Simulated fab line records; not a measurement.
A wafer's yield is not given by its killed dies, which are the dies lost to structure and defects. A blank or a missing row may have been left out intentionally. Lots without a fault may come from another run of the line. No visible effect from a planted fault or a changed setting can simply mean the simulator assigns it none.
fab line records	flow nandHarc
[record] lots = 13	wafers = 39	lastDay = 33
route steps=1302 shown A_SLIT@922 A_WL_FILL@952
lots that met no fault: from a run of the same line without faults
startH: hours from the record's first day to the start of the lot's first wafer shown	waitH: time in hours since the lot's previous step	" repeats the value in the row above	L1.1+2: a single row standing in for several wafers	- no value, or no start given	* or withheld: withheld	< > ~ a bound
route shown NAME@n: a module of which the file shows steps, and the number in the route of the first	usual: mean/standard deviation taken from wafers without a fault	same: alike in all rows	chamber/n: place in a boat	sites: readings site by site	_std_site: their standard deviation	_edge_site: the outer-site mean with the inner-site mean subtracted	radiusMm: how far each site lies from the wafer's centre	mask NAME#n: copy n	behind: the last tool/chamber to shape the wafer	hold: the reason the lot was held/the length of the hold in hours/how it ended	device: whichever transistor did not switch (one of n, p or np)	end of line: tests of these same wafers at the route's end	for a step that has no rows: nothing shown but its recipe	killed: dies lost to structure and defects at the first sort, not the wafer's yield	map: per-die view of a wafer (x killed, . not killed, _ where there is no die)
set.NAME: the run value of the setting; set.NAME@STEP: its run value at that earlier step	model.NAME: the simulator's own value behind a step, which no gauge read
one table for each step of the route and one row for each wafer, over a sample of lots
services: when a tool's chamber went out of use (startH, in hours from the record's first day, below 0 if earlier), for how many hours, and the reason
[[steps]]
[step NHARC_A_SLIT_DEP_25]
[recipe] targetThkA = 2000	tempC = 400	pressureTorr = 6.5	rfW = 900	teosFlowSccm = 161.4	flowSccm = 2650	targetThkNm = 200	gas = O2	material = SiO2
[usual] heaterPowerW = 598/82	susceptorTempC = 400.00/0.21	throttleValvePct = 15.8/0.61
lot.wafer	tool	chamber	startH	waitH	heaterPowerW	susceptorTempC	throttleValvePct
L688.2	pecvd-02	1	423.87	0.1	614	399.89	15.1
L688.1	"	2	"	"	672	399.79	16.1
L688.3	"	0	"	"	742	399.90	15.4
L690.3	pecvd-02	0	439.24	0.1	643	399.81	15.4
L690.5	"	0	"	"	684	400.18	15.7
L690.6	"	1	"	"	606	399.81	15.7
L689.3	pecvd-01	0	439.24	0.1	457	400.25	14.3
L689.1	"	1	"	"	519	399.79	16.4
L689.5	"	2	"	"	513	399.93	16.0
L687.3	pecvd-04	0	439.39	0.1	539	400.21	16.2
L687.4	"	1	"	"	626	399.50	15.7
L687.5	"	2	"	"	670	399.84	15.6
L691.2	pecvd-02	0	471.36	0.1	731	399.98	15.6
L691.1	"	2	"	"	741	399.89	16.3
L691.5	"	2	"	"	755	399.99	16.3
L693.3	pecvd-04	0	471.44	0.1	536	400.06	16.0
L693.5	"	1	"	"	642	400.07	15.9
L693.6	"	2	"	"	647	400.47	15.9
L692.1	pecvd-02	0	471.63	0.3	646	400.24	15.6
L692.3	"	1	"	"	638	399.96	15.1
L692.6	"	1	"	"	622	400.16	15.3
L694.1	pecvd-04	2	505.72	0.2	587	399.74	15.7
L694.6	"	1	"	"	644	400.13	15.7
L694.4	"	2	"	"	598	399.82	15.9
L701.3	pecvd-02	2	558.33	0.1	733	400.04	16.6
L701.5	"	0	"	"	592	400.13	15.7
L701.4	"	1	"	"	533	400.24	15.6
L705.1	pecvd-01	2	596.81	0.1	428	400.06	16.4
L705.2	"	0	"	"	559	400.18	14.1
L705.5	"	2	"	"	423	399.90	16.1
L706.2	pecvd-02	2	596.96	0.2	812	400.32	16.2
L706.5	"	0	"	"	716	399.98	15.5
L706.6	"	1	"	"	553	399.89	14.8
L707.1	pecvd-01	0	626.30	0.1	570	400.10	14.3
L707.2	"	1	"	"	543	400.18	16.5
L707.6	"	0	"	"	424	400.02	14.3
L709.1	pecvd-02	1	649.71	0.3	589	400.12	15.0
L709.3	"	1	"	"	613	400.00	14.8
L709.4	"	0	"	"	649	400.04	15.5
[step NHARC_A_SLIT_DEP_23]
[recipe] targetThkA = 1000	targetThkNm = 100	tempC = 400	pressureTorr = 3.5	flowSccm = 200	rfW = 350	material = SiON
[usual] heaterPowerW = 786/71	susceptorTempC = 399.99/0.2
lot.wafer	tool	chamber	startH	waitH	heaterPowerW	susceptorTempC
L688.1	pecvd-01	1	428.01	3.2	849	400.30
L688.3	"	2	"	"	732	400.36
L688.2	"	0	"	"	682	399.99
L689.1	pecvd-02	0	443.28	3.1	902	399.80
L689.3	"	1	"	"	792	400.11
L689.5	"	1	"	"	816	399.91
L690.3	pecvd-01	2	443.35	1.9	741	399.98
L690.6	"	2	"	"	765	399.77
L690.5	"	1	"	"	834	399.82
L687.3	pecvd-02	1	443.45	1.9	726	399.91
L687.5	"	1	"	"	739	400.00
L687.4	"	2	"	"	784	400.06
L693.3	pecvd-02	2	476.43	1.9	881	400.11
L693.6	"	2	"	"	850	399.66
L693.5	"	0	"	"	921	399.77
L691.1	pecvd-04	0	476.51	3.2	783	399.90
L691.2	"	2	"	"	857	400.14
L691.5	"	1	"	"	735	399.97
L692.3	pecvd-02	0	477.09	1.9	830	400.04
L692.1	"	2	"	"	859	399.96
L692.6	"	0	"	"	859	399.97
L694.1	pecvd-04	2	509.84	3.2	824	399.91
L694.4	"	1	"	"	848	400.03
L694.6	"	2	"	"	832	400.07
L701.3	pecvd-02	0	564.70	1.9	850	400.03
L701.5	"	1	"	"	705	399.99
L701.4	"	2	"	"	789	399.82
L705.1	pecvd-04	2	600.91	3.1	782	400.11
L705.2	"	0	"	"	740	399.86
L705.5	"	2	"	"	794	400.02
L706.2	pecvd-04	2	601.16	2.6	834	399.88
L706.5	"	0	"	"	728	399.95
L706.6	"	1	"	"	716	399.73
L707.1	pecvd-02	2	631.49	3.2	835	400.35
L707.2	"	0	"	"	907	400.37
L707.6	"	1	"	"	759	400.15
L709.1	pecvd-04	2	658.90	3.2	825	400.04
L709.3	"	0	"	"	685	400.04
L709.4	"	2	"	"	825	399.92
[step NHARC_A_SLIT_ETCH_17]
[recipe] biasV = 900	sourceW = withheld	pressureMtorr = 20	arFlowSccm = 375	c4f8FlowSccm = 83.3	o2FlowSccm = 41.7	timeS = 4254.5	targetDepthA = 2.03e+05	chemistry = C4F8/O2/Ar
[usual] drypumpMotorCurrentA = 5.6/0.68	showerheadPlenumPTorr = 3.64/0.17	throttleValvePct = 32.046/0.0097
lot.wafer	tool	chamber	startH	waitH	drypumpMotorCurrentA	rfHoursCounterH	showerheadPlenumPTorr	throttleValvePct
L688.1	harEtch-02	0	433.92	-	4.9	31	3.92	32.050
L688.2	"	1	"	"	5.1	31	3.69	32.037
L688.3	"	1	435.74	-	5.1	-	3.69	32.056
L689.1	harEtch-02	0	445.78	-	4.9	42	3.92	32.059
L689.3	"	1	447.62	-	5.1	-	3.68	32.050
L689.5	"	0	"	"	4.9	-	3.92	32.044
L690.3	harEtch-01	1	447.36	-	6.5	-	3.58	32.065
L690.6	"	0	"	"	6.2	-	3.46	32.037
L690.5	"	1	"	"	6.5	-	3.58	32.058
L687.3	harEtch-01	1	450.58	-	6.5	-	3.57	32.060
L687.4	"	0	"	"	6.3	-	3.46	32.054
L687.5	"	0	452.41	-	6.2	-	3.46	32.048
L691.1	harEtch-01	1	478.81	-	6.5	273	3.57	32.030
L691.2	"	0	"	"	6.3	273	3.45	32.043
L691.5	"	0	481.84	-	6.3	-	3.45	32.057
L693.3	harEtch-02	1	480.34	-	5.2	-	3.68	32.043
L693.5	"	0	"	"	4.9	-	3.91	32.031
L693.6	"	1	"	"	5.1	-	3.68	32.060
L692.1	harEtch-02	1	482.35	-	5.1	61	3.67	32.039
L692.3	"	0	484.18	-	4.9	-	3.91	32.042
L692.6	"	1	"	"	5.1	-	3.67	32.031
L694.1	harEtch-01	0	511.92	-	6.3	292	3.44	32.028
L694.4	"	1	513.73	-	6.5	-	3.56	32.042
L694.6	"	1	514.94	-	6.5	-	3.56	32.063
L701.3	harEtch-01	1	567.93	-	6.5	-	3.54	32.052
L701.4	"	0	"	"	6.3	-	3.43	32.045
L701.5	"	1	"	"	6.5	-	3.54	32.045
L705.1	harEtch-02	0	602.99	-	4.9	130	3.87	32.044
L705.2	"	1	"	"	5.1	130	3.64	32.049
L705.5	"	1	606.01	-	5.1	-	3.64	32.038
L706.2	harEtch-01	0	604.08	-	6.3	346	3.41	32.059
L706.6	"	1	605.89	-	6.5	-	3.53	32.053
L706.5	"	0	"	"	6.3	-	3.41	32.050
L707.1	harEtch-02	0	637.84	-	4.9	153	3.85	32.034
L707.2	"	1	"	"	5.1	153	3.62	32.071
L707.6	"	0	640.26	-	4.9	-	3.85	32.029
L709.1	harEtch-02	0	663.98	-	4.9	164	3.85	32.056
L709.3	"	1	"	"	5.1	-	3.62	32.043
L709.4	"	0	"	"	4.9	-	3.85	32.057
[step NHARC_A_WL_FILL_ALD_00]
[recipe] targetThkA = 30	pulseTimeS = 3	aldCycles = 30	tempC = 300	material = Al2O3
[usual] aldCycles = 30/0	heaterPowerW = 464/63	precursorPulseHeightRel = 1.002/0.021	susceptorTempC = 300.02/0.21
lot.wafer	tool	chamber	startH	waitH	aldCycles	heaterPowerW	precursorPulseHeightRel	susceptorTempC
L688.2	aldHk-01	1	445.71	0.1	30	414	0.987	299.95
L688.3	"	2	"	"	30	494	1.016	300.36
L688.1	"	0	"	"	30	398	1.002	300.02
L690.3	aldHk-04	2	457.53	0.4	30	496	1.034	299.79
L690.6	"	1	"	"	30	636	1.016	300.18
L690.5	"	2	"	"	30	509	0.979	299.99
L689.1	aldHk-04	3	457.67	0.5	30	467	0.999	300.07
L689.3	"	1	"	"	30	626	0.986	300.27
L689.5	"	0	"	"	30	409	0.984	300.21
L687.3	aldHk-02	1	461.16	0.1	30	486	0.994	299.81
L687.4	"	2	"	"	30	425	1.025	300.01
L687.5	"	2	"	"	30	431	0.996	300.18
L693.3	aldHk-04	2	490.50	0.1	30	497	1.030	299.94
L693.6	"	3	"	"	30	464	1.005	299.69
L693.5	"	0	"	"	30	415	0.981	299.87
L691.2	aldHk-01	2	490.52	0.1	30	451	1.034	299.91
L691.1	"	3	"	"	30	406	1.007	300.02
L691.5	"	1	"	"	30	374	1.033	300.01
L692.1	aldHk-02	0	494.16	0.1	30	487	0.982	299.88
L692.3	"	1	"	"	30	479	1.026	299.89
L692.6	"	0	"	"	30	486	1.022	299.83
L694.4	aldHk-01	0	523.73	0.1	30	411	0.994	299.69
L694.1	"	3	"	"	30	395	0.991	299.98
L694.6	"	1	"	"	30	375	1.022	300.10
L701.4	aldHk-01	2	578.55	0.1	30	464	0.996	300.32
L701.3	"	0	"	"	43	410	0.983	300.05
L701.5	"	2	"	"	30	463	0.990	299.98
L705.2	aldHk-02	2	614.78	0.1	30	428	1.045	300.29
L705.1	"	3	"	"	30	494	1.008	300.07
L705.5	"	2	"	"	30	424	0.995	300.30
L706.2	aldHk-02	0	614.94	0.3	30	493	1.030	-
L706.5	"	3	"	"	30	485	0.996	-
L706.6	"	0	"	"	30	491	0.956	-
L707.2	aldHk-02	2	649.68	0.1	30	423	0.968	300.32
L707.1	"	3	"	"	30	498	1.026	300.37
L707.6	"	1	"	"	30	484	1.009	299.93
L709.3	aldHk-04	3	675.20	0.1	30	475	1.006	300.18
L709.4	"	0	"	"	30	436	0.990	299.75
L709.1	"	1	"	"	30	630	0.966	300.00
[[services]]
tool	chamber	startH	hours	kind
aldHk-04	-	415.76	10.0	pm
pecvd-04	-	420.34	1.2	repair
pecvd-04	1	424.94	8.1	repair
pecvd-04	-	426.23	13.0	pm
pecvd-01	-	455.85	0.7	repair
aldHk-01	-	456.94	10.0	pm
pecvd-01	-	468.00	13.0	pm
pecvd-01	-	489.16	3.3	repair
aldHk-02	-	497.40	0.4	repair
pecvd-01	2	503.25	7.6	repair
aldHk-02	-	506.48	0.9	repair
pecvd-01	-	562.04	0.7	repair
pecvd-02	-	565.00	13.0	pm
pecvd-02	0	565.00	13.0	ventCycle
pecvd-02	1	565.00	13.0	ventCycle
pecvd-02	2	565.00	13.0	ventCycle
pecvd-01	-	574.93	0.9	repair
pecvd-01	-	585.66	0.3	repair
aldHk-04	-	593.76	10.0	pm
pecvd-04	-	595.98	1.0	repair
pecvd-04	-	607.23	13.0	pm
aldHk-01	-	634.94	10.0	pm
pecvd-02	2	642.06	18.4	repair
pecvd-01	-	649.00	13.0	pm
[[key]]
[firstSign] step = NHARC_A_WL_FILL_ALD_00	reading = aldCycles	direction = up	sigmas = 99+	usual = 30	struck = 43
effect none on later readings
metAt NHARC_A_WL_FILL_ALD_00
struckLots L701
struckWafers L701.3
laterRowsLeftOut L701.3
sortLeftOut L701.3
testerLeftOut L701
notActingAt NHARC_A_SLIT_DEP_25,NHARC_A_SLIT_DEP_23,NHARC_A_SLIT_ETCH_17
onsetBetween 523.73 578.55
[fault] kind = processParameterDrift	tool = aldHk-01	chamber = 0	onsetH = 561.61	steps = NHARC_A_WL_FILL_ALD_00	channel = aldCycles	offset = 13	shape = step	endH = 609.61	actsIn = theseRecipesOnly	stated = 30
// testerLeftOut: of these lots the tester's yield and bins aren't shown, on N5 and GAA mostly nor the transistor test; their killed dies are dies lost to structure and defects alone, not to doping, threshold or leakage, so they don't give the yield
// sortLeftOut: the simulated sort isn't trusted on such a fault, so these wafers' sort isn't shown, and their yield isn't known
// laterRowsLeftOut: the simulator's readings of these wafers behind a module that went badly wrong aren't trusted and aren't shown, but for the sort
